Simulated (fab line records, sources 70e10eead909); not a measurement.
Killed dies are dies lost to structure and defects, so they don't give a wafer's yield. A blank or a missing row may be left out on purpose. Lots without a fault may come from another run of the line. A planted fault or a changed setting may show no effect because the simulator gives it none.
Chamber matching | flow nand_harc | NHARC_P_GATE_DESCUM_31 on rie_diel-11: 4 sister chambers
The step chemistry O2, time 3 s. 14 wafers are shown with their chamber, then 7 later ones without.

WAFERS WITH THEIR CHAMBER
wafer  | chamber | showerhead_plenum_p_Torr (Torr) | rf_vpp_V (V) | throttle_valve_pct (%)
L293.2 | 2       | 1.82                            | 56.9         | 11.300
L293.5 | 3       | 1.95                            | 58.5         | 11.316
L293.6 | 2       | 1.82                            | 57.9         | 11.312
L296.2 | 0       | 2.03                            | 57.7         | 11.329
L296.3 | 2       | 1.81                            | 54.7         | 11.304
L296.6 | 2       | 1.81                            | 57.2         | 11.293
L298.1 | 2       | 1.81                            | 57.4         | 11.300
L298.2 | 1       | 2.05                            | 59.1         | 11.321
L298.6 | 2       | 1.81                            | 57.0         | 11.309
L300.2 | 1       | 2.05                            | 58.3         | 11.314
L300.3 | 3       | 1.95                            | 58.2         | 11.322
L300.4 | 0       | 2.03                            | 57.5         | 11.303
L307.1 | 3       | 1.95                            | 56.9         | 11.324
L307.3 | 2       | 1.81                            | 58.6         | 11.318

SIGNATURES (means of the wafers above)
reading                  | chamber 0 | chamber 1 | chamber 2 | chamber 3 | scatter within a chamber
showerhead_plenum_p_Torr | 2.0300    | 2.0500    | 1.8129    | 1.9500    | 0.00378
rf_vpp_V                 | 57.600    | 58.700    | 57.100    | 57.867    | 1.03
throttle_valve_pct       | 11.31600  | 11.31750  | 11.30514  | 11.32067  | 0.00909
Rule: a wafer's distance from a chamber is the root of the sum, over the readings, of the square of ((its reading less the chamber's mean) divided by the reading's scatter). The wafer belongs to the nearest chamber; if the next one is less than 2 further off, it can't be placed. The scatter: the root of (the sum of the squares of (reading less its chamber's mean) over the shown wafers, divided by (wafers less chambers)).

WAFERS WITHOUT THEIR CHAMBER
wafer  | showerhead_plenum_p_Torr (Torr) | rf_vpp_V (V) | throttle_valve_pct (%)
L307.5 | 2.03                            | 58.5         | 11.299
L309.1 | 1.81                            | 57.9         | 11.299
L309.4 | 2.04                            | 57.8         | 11.308
L309.6 | 1.81                            | 58.9         | 11.320
L314.2 | 2.02                            | 59.0         | 11.308
L314.3 | 2.04                            | 59.5         | 11.318
L314.5 | 2.02                            | 58.1         | 11.309

WHICH CHAMBER EACH WENT THROUGH
wafer  | from the rows above     | in truth
L307.5 | 0                       | 0
L309.1 | 2                       | 2
L309.4 | can't be placed: 0 or 1 | 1
L309.6 | 2                       | 2
L314.2 | 0                       | 0
L314.3 | can't be placed: 1 or 0 | 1
L314.5 | 0                       | 0
Placed correctly: 5 of 7. Can't be placed from these rows: 2 (the true chamber is among the candidates in 2). Placed wrongly: 0.
